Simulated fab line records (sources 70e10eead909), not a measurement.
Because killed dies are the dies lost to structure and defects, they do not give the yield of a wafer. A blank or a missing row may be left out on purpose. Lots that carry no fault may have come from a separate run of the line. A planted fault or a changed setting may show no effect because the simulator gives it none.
Problem report in the 8D (eight disciplines) form, filled by code    flow nand-harc    the parts of the form that need people (team, actions taken, sign-off) are left out

1. WHAT IS WRONG
Wafers without a fault read 188.45 W, standard deviation 0.14; heater-power-total-W at NHARC_A_M0_SOFTBAKE_04 reads a mean of 175.20 W on 6 wafers belonging to 2 lots. That puts it -95 standard deviations away from the usual mean.
The step: time 55 s.
First observed at day 28 23:00: wafer L589.2, on litho-track-04. The record has a number at this step for 39 wafers belonging to 13 lots. The rule behind "out" and "out of limits": a value lying over 4 standard deviations away from the usual mean. The other wafers with a number count as sound.

2. WHAT THIS IS AND IS NOT
question                     is                      is not
which readings at this step  heater-power-total-W    -
which lots                   L589, L592              L575, L576, L580, L581, L582, L584, L587, L594, L595, L596, L597
which wafers of those lots   all that have a number  -
read on which tools          litho-track-04          litho-track-01, litho-track-06
when                         from day 28 23:00       up to then (21 sound wafers); but 12 sound wafers of L594, L595, L596, L597 came after

3. WHAT RULES OUT EACH SUSPECT
Counting: a tool at a process step up to the reading stays a suspect if it ran every lot that is out and no sound lot after the first of them.
- rie-diel-08 at NHARC_A_BLC_ETCH_16 (etches the open film in CF4, target depth 39 nm, time 65 s): ruled out as a lasting fault. Following L589 (day 28 20:29), the first lot on it that is out, the sound lots L596 were run on it.
- pvd-sputter-02 at NHARC_A_BLC_DEGAS_30 (time 60 s): kept. It processed each lot that is out, first L589 at day 28 21:59, and no sound lot thereafter; up to then, the last sound lot it processed was L582 at day 26 09:25.
- litho-track-04 at NHARC_A_M0_SOFTBAKE_04 (time 55 s): kept. It processed each lot that is out, first L589 at day 28 23:00, and no sound lot thereafter; up to then, the last sound lot it processed was L587 at day 27 19:00. Out on those wafers are its own readings of heater-power-total-W.
Remaining after the count are pvd-sputter-02 at NHARC_A_BLC_DEGAS_30 and litho-track-04 at NHARC_A_M0_SOFTBAKE_04.

4. THE CAUSE (what the simulator had put in)
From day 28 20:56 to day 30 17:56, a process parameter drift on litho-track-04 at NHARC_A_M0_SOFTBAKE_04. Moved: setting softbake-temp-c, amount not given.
Counting left 2 suspects, and this tool is among them.

5. THE CHAIN OF EFFECTS, in route order
One row per reading whose mean, taken over the struck wafers that have a number, lies over 3 standard deviations from the usual. Only readings whose record carries a usual standard deviation are examined. hours: median over the lots of the time between each lot's start at the first step of this table that gives one and its start at this step. sigmas: the change, counted in usual standard deviations.
hours  step                    reading               usual     on struck wafers  change  sigmas
0      NHARC_A_M0_SOFTBAKE_04  heater-power-total-W  188.45 W  175.20            -13.25  -95
Here are the process steps it includes:
- NHARC_A_M0_SOFTBAKE_04: time 55 s.
Later steps that measure or inspect, where all struck wafers having a row at the step show a number for every such reading and not one has moved that far: NHARC_END_SORT_01.

6. WHAT WOULD HAVE CAUGHT IT SOONER
In this record the first reading out of limits was taken at day 28 23:00, 2 hours after the fault began at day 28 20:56.
